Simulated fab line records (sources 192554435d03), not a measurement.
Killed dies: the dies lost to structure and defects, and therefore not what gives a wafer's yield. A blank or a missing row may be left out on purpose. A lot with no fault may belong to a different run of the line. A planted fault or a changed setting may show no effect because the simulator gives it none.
fab line records	flow n5Finfet	part 1 of 2: steps 1 to 9 of 10
record: lots: 6	wafers: 18	lastDay: 16
route steps=1938 shown BEOL_M4@1111 BEOL_M6@1215 BEOL_M15@1830 PASSIVATION@1936
lots with no fault: from the same line, run without faults
startH: hours from the record's first day to the start of the lot's first wafer shown	waitH: hours since the lot's step before	" unchanged from the row above	L1.1+2: one row covering several wafers at once	- either no value or no given start	* or withheld: withheld	< > ~ a bound
route shown NAME@n: NAME is a module with steps in the file, n the number in the route of the first one	usual: average and standard deviation across the fault-free wafers	same: alike in all rows	chamber/n: place in a boat	sites: each site's reading	_std_site: standard deviation across them	_edge_site: mean of outer sites minus mean of inner sites	radiusMm: for every site, how far away it sits from the centre of the wafer	mask NAME#n: copy n	behind: the most recent tool/chamber to have shaped the wafer	hold: why the lot went on hold/how many hours it stayed there/how the hold came to an end	device: the transistor (n, p or np) that didn't switch	end of line: the same wafers' tests at the end of the route	a step given without rows: its recipe and nothing more	killed: at the first sort, the dies lost to defects and structure; wafer yield is something else	map: dies across one wafer; x = killed, . = not, _ = none there
set.NAME: the setting the step ran with; set.NAME@STEP: the setting that earlier step ran with	model.NAME: the simulator's own value behind a step, which no gauge read
one table for each step of the route and one row for each wafer, over a sample of lots
services: when a tool's chamber went out of use (startH, in hours from the record's first day, below 0 if earlier), for how many hours, and the reason
== steps ==
step: N5_BEOL_M4_RC_MEAS_101
usual: DIBL_N: 36.1/1.6	DIBL_P: 35.8/2.1	IOFF_N: 0.16/0.031	IOFF_P: 0.21/0.034	ION_N: 673/12	ION_P: 461/7.2	SS_N: 71.4/0.59	SS_P: 73.3/0.63	VT_N: 250/3.1	VT_P: -250/3.3
lot.wafer	tool	chamber	startH	waitH	DIBL_N[mV/V]	DIBL_P[mV/V]	IOFF_N[nA/um]	IOFF_P[nA/um]	ION_N[uA/um]	ION_P[uA/um]	SS_N[mV/dec]	SS_P[mV/dec]	VT_N[mV]	VT_P[mV]
L405.1	prober-02	0	175.25	0.0	36.1	36.1	0.17	0.21	676	463	71.7	73.4	248	-253
L405.3	"	0	"	"	36.0	35.6	0.16	0.21	670	457	71.8	73.3	249	-250
L405.4	"	0	"	"	36.9	36.0	0.17	0.21	689	465	71.4	74.3	247	-252
L415.1	prober-01	0	234.95	0.0	35.4	36.1	0.14	0.17	667	452	71.0	73.5	253	-256
L415.5	"	0	"	"	35.0	35.7	0.14	0.17	676	460	71.0	72.2	251	-255
L415.6	"	0	"	"	35.7	36.6	0.14	0.18	664	452	71.4	73.3	254	-255
L416.2	prober-01	0	246.21	0.2	34.2	34.8	0.14	0.20	666	463	70.9	72.3	250	-249
L416.3	"	0	"	"	34.6	36.0	0.15	0.21	688	478	71.3	72.5	248	-250
L416.4	"	0	"	"	36.7	36.9	0.18	0.21	687	471	71.7	73.6	247	-254
L419.1	prober-02	0	253.84	0.0	37.1	36.5	0.18	0.21	686	469	72.0	73.1	246	-251
L419.2	"	0	"	"	35.9	36.2	0.16	0.21	676	464	71.6	73.7	247	-252
L419.5	"	0	"	"	36.5	36.0	0.17	0.21	678	460	71.8	73.5	248	-252
L418.1	prober-01	0	255.55	0.0	37.8	38.7	0.20	0.28	680	468	71.4	73.7	248	-247
L418.5	"	0	"	"	34.7	34.4	0.13	0.20	676	463	71.5	73.3	253	-250
L418.6	"	0	"	"	35.8	36.0	0.15	0.23	672	462	71.4	73.7	249	-250
L424.3	prober-01	0	284.45	0.3	34.9	34.4	0.14	0.20	658	457	71.2	72.8	252	-249
L424.5	"	0	"	"	34.4	33.1	0.12	0.17	654	450	70.5	72.2	254	-253
L424.6	"	0	"	"	35.2	34.6	0.13	0.20	660	454	71.1	73.1	251	-250
step: N5_BEOL_M6_HM_OPEN_17
recipe: chemistry: Cl2/BCl3	targetDepthA: 200	overetchA: 60	target: TiN	maskMaterial: SOC	ionEnergyEv: 150	pressureMtorr: 10	icpW: 1000	biasW: 126	Cl2_flow_sccm: 53.25	bcl3FlowSccm: 21.75	Ar_flow_sccm: 25
usual: drypumpMotorCurrentA: 5.5/0.52	oesProductAu: 0.62/0.076	throttleValvePct: 22.06/0.29
lot.wafer	tool	chamber	startH	waitH	drypumpMotorCurrentA	oesProductAu	rfHoursCounterH	throttleValvePct
L405.1	rieMetal-03	0	194.15	0.0	5.8	0.53	117	22.35
L405.3	"	1	"	"	4.9	0.71	-	22.01
L405.4	"	0	"	"	5.8	0.53	-	22.37
L415.1	rieMetal-02	0	250.94	0.0	5.1	0.58	90	21.89
L415.5	"	0	"	"	5.1	0.59	-	21.90
L415.6	"	1	"	"	6.5	0.58	-	21.83
L416.2	rieMetal-03	1	263.92	0.1	4.9	0.68	-	22.03
L416.3	"	1	"	"	4.9	0.69	-	22.04
L416.4	"	1	"	"	4.9	0.69	-	22.05
L419.1	rieMetal-02	1	269.89	0.0	6.5	0.57	105	21.84
L419.2	"	0	"	"	5.1	0.57	92	21.91
L419.5	"	1	"	"	6.5	0.56	-	21.84
L418.1	rieMetal-01	0	271.16	0.0	5.7	0.57	86	22.71
L418.5	"	0	"	"	5.7	0.57	-	22.72
L418.6	"	1	"	"	5.7	0.63	-	21.70
L424.3	rieMetal-01	1	301.36	0.1	5.7	0.62	-	21.74
L424.5	"	1	"	"	5.7	0.61	-	21.73
L424.6	"	0	"	"	5.7	0.57	-	22.73
step: N5_BEOL_M6_ETCH_72
recipe: chemistry: N2/H2	target: underlayer	targetDepthA: 65	maskMaterial: CAR-EUV	timeS: 5.2	ionEnergyEv: 200	pressureMtorr: 30	sourceW: 840	biasW: 150	n2FlowSccm: 200	h2FlowSccm: 200	ends: cleared
usual: drypumpMotorCurrentA: 5.8/0.42	etchRfOnTimeS: 5.22/0.13	oesProductAu: 0.67/0.077	rfVppV: 524.1/2	showerheadPlenumPTorr: 2.54/0.051	throttleValvePct: 17.85/0.21
lot.wafer	tool	chamber	startH	waitH	drypumpMotorCurrentA	etchRfOnTimeS	oesProductAu	rfHoursCounterH	rfVppV	showerheadPlenumPTorr	throttleValvePct
L405.1	rieDiel-02	3	195.26	0.0	5.2	5.34	0.60	197	525.6	2.52	17.64
L405.3	"	0	"	"	6.1	5.41	0.74	26	525.5	2.60	17.66
L405.4	"	2	"	"	6.7	5.28	0.63	176	527.5	2.64	18.22
L415.1	rieDiel-02	1	253.29	0.0	5.8	5.23	0.63	176	524.6	2.51	17.84
L415.5	"	1	"	"	5.8	5.16	0.65	-	522.4	2.51	17.84
L415.6	"	2	"	"	6.7	5.21	0.62	-	527.1	2.63	18.25
L416.2	rieDiel-02	2	265.37	0.0	6.6	5.15	0.63	200	527.9	2.63	18.26
L416.3	"	3	"	"	5.2	5.29	0.59	221	520.7	2.51	17.71
L416.4	"	0	"	"	6.2	5.38	0.71	51	523.5	2.59	17.69
L418.1	rieDiel-01	3	274.11	0.0	6.7	5.20	0.85	1	525.3	2.59	17.63
L418.5	"	3	"	"	6.7	5.16	0.85	-	527.7	2.59	17.61
L418.6	"	0	"	"	5.9	5.39	0.59	-	521.7	2.42	17.90
L419.1	rieDiel-02	3	274.29	0.0	5.2	5.27	0.58	224	524.4	2.50	17.70
L419.2	"	1	"	"	5.8	5.16	0.65	183	524.1	2.51	17.85
L419.5	"	1	"	"	5.8	5.10	0.64	-	524.9	2.51	17.85
L424.3	rieDiel-04	2	302.20	0.0	6.0	5.27	0.63	148	524.3	2.54	17.68
L424.5	"	0	"	"	5.3	5.17	0.58	-	521.8	2.51	17.95
L424.6	"	2	"	"	6.0	5.32	0.63	-	526.2	2.54	17.67
step: N5_BEOL_M6_ETCH_66
recipe: chemistry: N2/H2	target: SOC	targetDepthA: 800	overetchA: 160	maskMaterial: SiARC	tempC: 40	timeS: 120	ionEnergyEv: 200	pressureMtorr: 30	sourceW: 840	biasW: 150	n2FlowSccm: 200	h2FlowSccm: 200
usual: drypumpMotorCurrentA: 5.8/0.42	oesProductAu: 0.60/0.065	rfVppV: 523.9/1.6	showerheadPlenumPTorr: 2.54/0.051	throttleValvePct: 17.81/0.21
lot.wafer	tool	chamber	startH	waitH	drypumpMotorCurrentA	oesProductAu	rfHoursCounterH	rfVppV	showerheadPlenumPTorr	throttleValvePct
L405.1	rieDiel-02	3	195.31	0.0	5.2	0.54	197	523.7	2.52	17.62
L405.3	"	0	"	"	6.2	0.69	26	525.1	2.60	17.61
L405.4	"	2	"	"	6.6	0.57	176	524.9	2.64	18.18
L415.1	rieDiel-02	1	253.34	0.0	5.8	0.58	176	523.7	2.51	17.79
L415.5	"	1	"	"	5.9	0.58	-	523.6	2.51	17.80
L415.6	"	2	"	"	6.6	0.56	-	526.2	2.63	18.21
L416.2	rieDiel-02	2	265.41	0.0	6.6	0.55	200	525.4	2.63	18.23
L416.3	"	3	"	"	5.2	0.53	221	522.3	2.51	17.66
L416.4	"	0	"	"	6.2	0.66	51	524.1	2.59	17.65
L418.1	rieDiel-01	3	274.16	0.0	6.7	0.76	1	526.1	2.59	17.56
L418.5	"	3	"	"	6.7	0.77	-	525.0	2.59	17.57
L418.6	"	0	"	"	5.9	0.55	-	521.4	2.42	17.86
L419.1	rieDiel-02	3	274.33	0.0	5.2	0.53	224	523.5	2.51	17.65
L419.2	"	1	"	"	5.8	0.57	183	523.3	2.51	17.83
L419.5	"	1	"	"	5.8	0.57	-	522.9	2.51	17.83
L424.3	rieDiel-04	2	302.24	0.0	6.0	0.58	148	524.1	2.54	17.62
L424.5	"	0	"	"	5.3	0.52	-	523.1	2.51	17.89
L424.6	"	2	"	"	6.0	0.57	-	523.6	2.54	17.63
step: N5_BEOL_M6_TRENCH_ETCH_37
recipe: chemistry: C4F6/O2	targetDepthA: 944.35	target: SiCOH_lowk	timeS: 31.5	ionEnergyEv: 250	pressureMtorr: 30	sourceW: 345	biasW: 185	Ar_flow_sccm: 300	C4F6_flow_sccm: 10	O2_flow_sccm: 10
usual: drypumpMotorCurrentA: 5.8/0.42	oesProductAu: 0.78/0.088	rfVppV: 662/9.6	showerheadPlenumPTorr: 2.86/0.068	throttleValvePct: 21.02/0.21
lot.wafer	tool	chamber	startH	waitH	drypumpMotorCurrentA	oesProductAu	rfHoursCounterH	rfVppV	showerheadPlenumPTorr	throttleValvePct
L405.1	rieDiel-02	3	195.50	-	5.2	0.70	197	660	2.85	20.88
L405.3	"	0	"	"	6.2	0.89	26	660	2.93	20.98
L405.4	"	2	"	"	6.6	0.74	176	659	2.98	21.48
L415.1	rieDiel-02	1	253.53	-	5.8	0.75	176	654	2.85	21.21
L415.5	"	1	"	"	5.9	0.75	-	654	2.85	21.19
L415.6	"	2	"	"	6.6	0.73	-	659	2.97	21.50
L416.2	rieDiel-02	2	265.60	-	6.6	0.59	200	659	2.97	21.45
L416.3	"	3	"	"	5.2	0.68	221	660	2.84	20.92
L416.4	"	0	"	"	6.2	0.69	51	659	2.92	20.97
L418.1	rieDiel-01	3	274.35	-	6.7	1.00	1	676	2.92	20.95
L418.5	"	3	"	"	6.7	0.99	-	675	2.92	20.94
L418.6	"	0	"	"	5.9	0.70	-	652	2.70	20.78
L419.1	rieDiel-02	3	274.53	-	5.2	0.68	224	662	2.84	20.92
L419.2	"	1	"	"	5.8	0.61	183	653	2.85	21.16
L419.5	"	1	"	"	5.8	0.61	-	655	2.85	21.17
L424.3	rieDiel-04	2	302.44	-	6.0	0.75	148	661	2.85	20.74
L424.5	"	0	"	"	5.3	0.67	-	644	2.81	21.05
L424.6	"	2	"	"	6.0	0.74	-	660	2.85	20.72
step: N5_BEOL_M6_OCD_MEAS_38
usual: trenchDepthNm: 93.6/1.5
lot.wafer	tool	chamber	startH	waitH	trenchDepthNm
L405.1	ocd-01	-	195.66	-	92.2
L405.3	"	-	"	"	93.5
L405.4	"	-	"	"	93.4
L415.1	ocd-01	-	253.68	-	93.8
L415.5	"	-	"	"	94.1
L415.6	"	-	"	"	94.3
L416.2	ocd-01	-	265.76	-	66.2
L416.3	"	-	"	"	92.7
L416.4	"	-	"	"	64.3
L418.1	ocd-01	-	274.51	-	94.6
L418.5	"	-	"	"	93.5
L418.6	"	-	"	"	91.8
L419.1	ocd-01	-	274.68	-	92.3
L419.2	"	-	"	"	65.3
L419.5	"	-	"	"	65.4
L424.3	ocd-02	-	302.59	-	93.8
L424.5	"	-	"	"	93.3
L424.6	"	-	"	"	94.6
step: N5_BEOL_M6_THK_MEAS_53
recipe: thkMeasGauge: xrf	reads: Cu_of_BEOL_M6_ECD_50
usual: M6_THK: 81.5/1.9
lot.wafer	tool	chamber	startH	waitH	M6_THK[nm]
L405.1	filmMetro-01	-	199.80	-	79.3
L405.3	"	-	"	"	81.4
L405.4	"	-	"	"	81.3
L415.1	filmMetro-02	-	256.13	-	80.2
L415.5	"	-	"	"	81.3
L415.6	"	-	"	"	80.9
L416.2	filmMetro-02	-	268.36	-	53.5
L416.3	"	-	"	"	79.8
L416.4	"	-	"	"	51.6
L418.1	filmMetro-02	-	277.54	-	82.2
L418.5	"	-	"	"	81.5
L418.6	"	-	"	"	79.9
L419.1	filmMetro-01	-	277.84	-	80.7
L419.2	"	-	"	"	52.3
L419.5	"	-	"	"	53.8
L424.3	filmMetro-02	-	305.00	-	84.0
L424.5	"	-	"	"	84.7
L424.6	"	-	"	"	81.6
step: N5_BEOL_M6_RS_MEAS_57
recipe: thkMeasGauge: four-point-probe	reads: Cu_of_BEOL_M6_ECD_50+Co_of_BEOL_M6_CVD_78+TaN_of_BEOL_M6_ALD_77
usual: M6_RS: 0.290/0.0081
lot.wafer	tool	chamber	startH	waitH	M6_RS[ohm/sq]
L405.1	filmMetro-01	-	199.93	0.1	0.298
L405.3	"	-	"	"	0.290
L405.4	"	-	"	"	0.292
L415.1	filmMetro-01	-	256.27	0.1	0.294
L415.5	"	-	"	"	0.290
L415.6	"	-	"	"	0.290
L416.2	filmMetro-02	-	268.49	0.1	0.478
L416.3	"	-	"	"	0.293
L416.4	"	-	"	"	0.499
L418.1	filmMetro-01	-	277.67	0.1	0.288
L418.5	"	-	"	"	0.292
L418.6	"	-	"	"	0.297
L419.1	filmMetro-02	-	277.98	0.1	0.295
L419.2	"	-	"	"	0.496
L419.5	"	-	"	"	0.478
L424.3	filmMetro-02	-	305.13	0.1	0.280
L424.5	"	-	"	"	0.279
L424.6	"	-	"	"	0.289
step: N5_BEOL_M15_RC_MEAS_101
usual: COMB_M10: 1.4e-11/3.2e-12	COMB_M10_max_site: 2.1e-11/5.1e-12	COMB_M11: 1.43e-11/3e-12	COMB_M12: 5.8e-12/1.3e-12	COMB_M13: 4.5e-12/9.1e-13	COMB_M14: 3.1e-12/7.8e-13	COMB_M15: 2e-12/5.1e-13	COMB_M5: 3.5e-11/7e-12	COMB_M7: 2.6e-11/5.3e-12	COMB_M8: 2.5e-11/5.8e-12	COMB_M9: 1.38e-11/3e-12	SERP_M10: 3.10/0.096	SERP_M11: 3.09/0.086	SERP_M11_max_site: 3.18/0.091	SERP_M12: 0.644/0.016	SERP_M12_max_site: 0.657/0.017	SERP_M13: 0.311/0.0075	SERP_M13_max_site: 0.315/0.0078	SERP_M14: 0.162/0.0047	SERP_M5: 39.5/1.9	SERP_M6: 14.0/0.55	SERP_M6_max_site: 14.7/0.59	SERP_M7: 14.0/0.55	SERP_M8: 13.9/0.54	SERP_M9: 3.07/0.099
lot.wafer	tool	chamber	startH	waitH	COMB_M10[S/m]	COMB_M10_max_site[S/m]	COMB_M11[S/m]	COMB_M12[S/m]	COMB_M13[S/m]	COMB_M14[S/m]	COMB_M15[S/m]	COMB_M5[S/m]	COMB_M7[S/m]	COMB_M8[S/m]	COMB_M9[S/m]	SERP_M10[ohm/um]	SERP_M11[ohm/um]	SERP_M11_max_site[ohm/um]	SERP_M12[ohm/um]	SERP_M12_max_site[ohm/um]	SERP_M13[ohm/um]	SERP_M13_max_site[ohm/um]	SERP_M14[ohm/um]	SERP_M5[ohm/um]	SERP_M6[ohm/um]	SERP_M6_max_site[ohm/um]	SERP_M7[ohm/um]	SERP_M8[ohm/um]	SERP_M9[ohm/um]
L405.1	prober-02	0	270.69	0.0	1.8e-11	2.5e-11	1.13e-11	6.4e-12	5.2e-12	3.6e-12	2.5e-12	2.9e-11	2.6e-11	2.7e-11	1.46e-11	3.10	3.13	3.32	0.640	0.654	0.313	0.316	0.162	35.5	14.3	14.5	14.2	13.3	3.07
L405.3	"	0	"	"	1.3e-11	1.5e-11	1.62e-11	5.9e-12	6e-12	2.8e-12	2.3e-12	3.9e-11	3e-11	2e-11	1.37e-11	2.90	2.96	3.11	0.651	0.669	0.301	0.304	0.157	36.3	13.8	14.3	15.1	13.8	3.06
L405.4	"	0	"	"	1.2e-11	1.6e-11	1.05e-11	5e-12	4.1e-12	3.6e-12	1.9e-12	3.9e-11	2.8e-11	1.9e-11	1.46e-11	2.97	3.08	3.19	0.643	0.666	0.304	0.306	0.161	39.1	13.8	14.9	14.7	14.4	3.18
L415.1	prober-02	0	321.14	0.0	1.3e-11	2.4e-11	1.67e-11	7.7e-12	5.2e-12	3.1e-12	1.9e-12	2.4e-11	3.1e-11	2.4e-11	1e-11	3.11	3.24	3.30	0.663	0.685	0.309	0.310	0.163	40.3	14.3	14.8	13.8	13.7	3.04
L415.5	"	0	"	"	1.6e-11	2.2e-11	1.88e-11	8.6e-12	6e-12	4.1e-12	2.7e-12	3e-11	3e-11	1.7e-11	1.19e-11	3.00	3.12	3.16	0.669	0.683	0.303	0.306	0.170	39.7	13.9	14.6	13.7	13.7	2.95
L415.6	"	0	"	"	1.5e-11	2.3e-11	1.61e-11	7.2e-12	5.4e-12	3.5e-12	2.1e-12	3.5e-11	2.6e-11	1.7e-11	1.77e-11	3.14	3.22	3.30	0.622	0.625	0.316	0.321	0.159	42.7	13.6	14.2	13.7	13.2	3.10
L416.2	prober-02	0	334.50	0.2	1.8e-11	2.8e-11	1.21e-11	5.2e-12	6.3e-12	4.9e-12	2.7e-12	3e-11	2.1e-11	2.2e-11	1.43e-11	3.08	3.22	3.27	0.660	0.667	0.300	0.303	0.165	43.0	22.1	23.5	13.3	13.8	3.13
L416.3	"	0	"	"	1.6e-11	2.5e-11	1.44e-11	6e-12	3.6e-12	3.4e-12	1.8e-12	3.4e-11	2.2e-11	3.6e-11	1.34e-11	2.97	3.14	3.18	0.641	0.651	0.301	0.305	0.167	39.0	14.2	14.6	14.0	13.9	3.23
L416.4	"	0	"	"	1.6e-11	2.2e-11	1.34e-11	5.4e-12	5.2e-12	4.3e-12	2.2e-12	3.2e-11	2.4e-11	3.5e-11	1.59e-11	3.03	3.18	3.23	0.643	0.651	0.308	0.310	0.165	40.3	23.7	24.3	13.6	13.5	2.97
L419.1	prober-01	0	354.14	0.0	1.2e-11	1.5e-11	1.46e-11	3.9e-12	3.6e-12	3.2e-12	2.1e-12	2.3e-11	1.3e-11	1.8e-11	1.01e-11	3.24	2.93	2.97	0.637	0.651	0.304	0.306	0.167	37.9	14.3	14.7	14.0	13.8	3.08
L419.2	"	0	"	"	9e-12	1.2e-11	1.5e-11	6.6e-12	4.7e-12	2.4e-12	1.5e-12	4.3e-11	2.9e-11	2.3e-11	1.16e-11	3.23	3.11	3.18	0.631	0.646	0.323	0.325	0.167	40.4	23.4	24.4	13.8	14.2	3.24
L419.5	"	0	"	"	1.9e-11	2.3e-11	1.4e-11	4.7e-12	4.2e-12	3.8e-12	1e-12	3.1e-11	2.8e-11	2.3e-11	1.12e-11	3.30	3.08	3.25	0.634	0.645	0.315	0.319	0.169	40.5	22.7	23.8	14.9	13.7	3.01
L418.1	prober-02	0	354.41	0.0	1.5e-11	2.2e-11	1.16e-11	5.6e-12	3.8e-12	3.2e-12	2.5e-12	3.6e-11	2.9e-11	2.9e-11	8.2e-12	3.15	3.12	3.17	0.634	0.650	0.321	0.324	0.156	38.5	13.9	14.4	14.2	14.9	3.14
L418.5	"	0	"	"	1.3e-11	2e-11	9.9e-12	6e-12	4.5e-12	3.8e-12	1.7e-12	3.3e-11	2.6e-11	2.6e-11	1.05e-11	3.00	3.08	3.17	0.623	0.630	0.323	0.325	0.151	39.0	13.4	14.6	14.2	13.5	3.19
L418.6	"	0	"	"	1.3e-11	2.1e-11	1.32e-11	5.5e-12	3.4e-12	4.5e-12	2e-12	3.2e-11	3.9e-11	3.3e-11	9e-12	3.26	3.13	3.23	0.633	0.641	0.306	0.309	0.158	39.3	13.8	14.4	13.8	13.6	3.19
L424.3	prober-01	0	367.16	0.3	1e-11	1.8e-11	1.69e-11	6.5e-12	4.7e-12	2.3e-12	1.6e-12	3.9e-11	2.3e-11	2.1e-11	1.1e-11	3.15	2.90	3.04	0.641	0.657	0.321	0.326	0.167	39.8	13.4	13.9	13.9	13.7	3.13
L424.5	"	0	"	"	9e-12	1.4e-11	1.25e-11	6.1e-12	3.9e-12	2.8e-12	9e-13	3.5e-11	2.4e-11	3e-11	1.27e-11	3.20	2.88	2.96	0.647	0.659	0.323	0.326	0.161	38.5	13.8	14.4	14.8	13.1	3.00
L424.6	"	0	"	"	1.2e-11	1.4e-11	2.82e-11	6.3e-12	3.8e-12	3.1e-12	1e-12	4.3e-11	2.6e-11	2.6e-11	1.4e-11	3.21	3.03	3.16	0.654	0.664	0.298	0.302	0.163	41.4	13.5	14.0	14.4	14.1	3.06
sites SERP_M6 radiusMm=0,75,75,75,75,140,140,140,140
L405.1 14.5 14.4 14.4 14.5 14.1 13.4 14.3 13.6 13.7
L415.1 14.5 14.8 14.8 14.3 14.6 14.2 14.3 13.4 14.2
L416.2 21.7 21.8 22.1 21.4 21.3 22.9 23.5 23.1 23.2
L419.1 14.6 14.6 14.7 14.3 14.1 13.5 14.2 13.6 14.4
L418.1 13.1 13.5 13.9 13.6 13.3 14.4 14.0 14.2 14.1
L424.3 13.4 13.9 13.5 13.0 13.3 13.6 13.5 13.2 13.2
== key ==
firstSign: step: N5_BEOL_M6_TRENCH_ETCH_37	reading: oesProductAu	direction: down	sigmas: 1.8	usual: 0.78	struck: 0.62
effect: step: N5_BEOL_M6_OCD_MEAS_38	reading: trenchDepthNm	direction: down	sigmas: 19	usual: 93.6	struck: 65.3
effect: step: N5_BEOL_M6_THK_MEAS_53	reading: M6_THK	direction: down	sigmas: 15	usual: 81.5	struck: 52.8
effect: step: N5_BEOL_M6_RS_MEAS_57	reading: M6_RS	direction: up	sigmas: 24	usual: 0.290	struck: 0.488
effect: step: N5_BEOL_M15_RC_MEAS_101	reading: SERP_M6	direction: up	sigmas: 16	usual: 14.0	struck: 23.0
effect: step: N5_PASSIVATION_PROBE_49	reading: sort_bin_8_speed	direction: up	sigmas: 4.1	usual: 0.02	struck: 1.00	wafersMoved: 3
metAt N5_BEOL_M6_TRENCH_ETCH_37
struckLots L416,L419
struckWafers L416.2,L416.4,L419.2,L419.5
notActingAt N5_BEOL_M6_HM_OPEN_17,N5_BEOL_M6_ETCH_72,N5_BEOL_M6_ETCH_66
onsetBetween 253.53 265.60
fault: kind: processParameterDrift	tool: rieDiel-02	chamber: -	onsetH: 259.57	steps: N5_BEOL_M6_TRENCH_ETCH_37	channel: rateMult	offset: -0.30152	shape: step	endH: 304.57	scope: struckWafersOnly
